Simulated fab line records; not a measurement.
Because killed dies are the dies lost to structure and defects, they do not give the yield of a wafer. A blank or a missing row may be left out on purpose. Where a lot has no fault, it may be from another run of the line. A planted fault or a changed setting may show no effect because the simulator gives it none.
Matching of chambers / flow nand-harc / 3 sister chambers for NHARC_A_CHANNEL_HOLE_D1_DEP_01 on pecvd-04
The step deposits SiON, target thk 140 nm. 6 wafers are shown with their chamber, then 7 later ones without.

WAFERS WITH THEIR CHAMBER
wafer=L079.6; chamber=2; heater-power-w (W)=715
wafer=L080.1; chamber=1; heater-power-w (W)=576
wafer=L080.4; chamber=0; heater-power-w (W)=709
wafer=L080.5; chamber=1; heater-power-w (W)=589
wafer=L088.4; chamber=0; heater-power-w (W)=741
wafer=L088.5; chamber=2; heater-power-w (W)=717

WAFERS WITH NO CHAMBER GIVEN
wafer=L088.6; heater-power-w (W)=608
wafer=L092.3; heater-power-w (W)=486
wafer=L092.5; heater-power-w (W)=666
wafer=L092.6; heater-power-w (W)=735
wafer=L096.2; heater-power-w (W)=575
wafer=L096.3; heater-power-w (W)=716
wafer=L096.5; heater-power-w (W)=708

THE CHAMBER EACH PASSED THROUGH
wafer=L088.6; from the rows above=1; in truth=1
wafer=L092.3; from the rows above=1; in truth=1
wafer=L092.5; from the rows above=can't be placed: 2 or 0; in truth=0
wafer=L092.6; from the rows above=can't be placed: 0 or 2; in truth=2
wafer=L096.2; from the rows above=1; in truth=1
wafer=L096.3; from the rows above=can't be placed: 2 or 0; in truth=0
wafer=L096.5; from the rows above=can't be placed: 2 or 0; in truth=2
Correct placement for 3 of the 7. Not placeable from these rows: 4 (in 4, the candidates include the true chamber). 0 placed wrongly.
How it was worked out, from the rows above alone: a wafer's distance from a chamber is the root of the sum, over the readings, of the square of ((its reading less the chamber's mean) divided by the reading's scatter). If the next closest chamber is less than 2 further off than the closest, the wafer can't be placed; otherwise it belongs to the closest. For every chamber, the mean is computed from those of its wafers that are shown. The scatter: the root of (the sum of the squares of (reading less its chamber's mean) over the shown wafers, divided by (wafers less chambers)).
